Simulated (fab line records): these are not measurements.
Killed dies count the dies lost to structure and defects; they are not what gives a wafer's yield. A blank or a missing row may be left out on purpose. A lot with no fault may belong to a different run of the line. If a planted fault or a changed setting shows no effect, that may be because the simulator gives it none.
8D (eight disciplines) problem report, filled in by code -- flow n5_finfet -- the parts of the form that need people (team, actions taken, sign-off) are left out

== 1. WHAT WENT WRONG ==
Mean of susceptor_temp_C at N5_MOL_CONTACT_COAG_ALD_123: 405.45 C across 3 wafers in 2 lots; on wafers with no fault it is 400.00 C (standard deviation 0.24). Relative to the usual mean, that is a shift of +23 standard deviations.
The step: deposits SiNx, target thk 5 nm, pulse time 1 s, purge time 2 s.
Seen first at day 6 22:18 on ald_sin-03, wafer L708.1. The record has a number at this step for 30 wafers belonging to 10 lots. The rule behind "out" and "out of limits": a value lying over 4 standard deviations away from the usual mean. The other wafers with a number count as sound.

== 2. WHAT IT IS; WHAT IT IS NOT ==
question,is,is not
which readings at this step,susceptor_temp_C,"heater_power_outer_w, heater_power_w, precursor_pulse_height_rel"
which lots,"L708, L709","L702, L705, L710, L719, L720, L721, L722, L723"
which wafers of those lots,"L708.1, L708.5, L709.5","L708.4, L709.2, L709.6"
read on which tools,ald_sin-03,"ald_sin-01, ald_sin-02"
when,from day 6 22:18,"up to then (7 sound wafers); but 20 sound wafers of L709, L710, L719, L720, L721, L722, L723 came after"

== 3. THE SUSPECTS, EACH WITH WHAT RULES IT OUT ==
Counting: if a tool at a process step up to the reading ran every lot that is out, it stays a suspect. Sound lots after the first of them don't rule it out here, since some wafers of a struck lot are sound.
- cmp-01 at N5_MOL_CONTACT_COAG_CMP_23 (polishes, stops on SiO2, t overpolish 1.5 s, target thk 0 nm): kept. It ran every lot that is out, first L708 (day 6 19:35).
- ald_sin-03 at N5_MOL_CONTACT_COAG_ALD_123 (deposits SiNx, target thk 5 nm, pulse time 1 s, purge time 2 s): kept. Every lot that is out went through it, the first being L708 (day 6 22:18); the last sound lot it ran before that was L705 (day 6 04:27). Out on those wafers are its own readings of susceptor_temp_C.
- ald_sin-03, N5_MOL_CONTACT_COAG_ALD_123: wafers that are out in chamber 1, sound lot-mates in chambers 0, 2.
After counting, cmp-01 at N5_MOL_CONTACT_COAG_CMP_23 and ald_sin-03 at N5_MOL_CONTACT_COAG_ALD_123 remain.

== 4. THE CAUSE (what the simulator had put in) ==
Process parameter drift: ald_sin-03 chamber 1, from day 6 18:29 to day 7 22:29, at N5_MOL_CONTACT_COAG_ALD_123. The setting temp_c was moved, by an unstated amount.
Counting leaves 2 suspects; this tool is one of them.

== 5. SEQUENCE OF EFFECTS, ordered by route ==
One row per reading whose mean, taken over the struck wafers that have a number, lies over 3 standard deviations from the usual. Readings are gone through only where the record gives a usual standard deviation; hours: the median, over the lots, of the time from a lot's start at the first step in this table giving one to that lot's start at this step; sigmas: the change measured in usual standard deviations.
hours,step,reading,usual,on struck wafers,change,sigmas
0,N5_MOL_CONTACT_COAG_ALD_123,susceptor_temp_C,400.00 C,405.45,+5.45,+23
Its process steps:
- N5_MOL_CONTACT_COAG_ALD_123: deposits SiNx, target thk 5 nm, pulse time 1 s, purge time 2 s.
At these later measuring or inspecting steps, every struck wafer for which the step has a row has a number for every such reading, and none has moved that far: N5_MOL_CONTACT_COAG_CD_MEAS_84, N5_BEOL_M4_RC_MEAS_101.

== 6. HOW IT WOULD HAVE BEEN CAUGHT EARLIER ==
4 hours passed between the start of the fault at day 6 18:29 and the first reading out of limits in this record, taken at day 6 22:18.
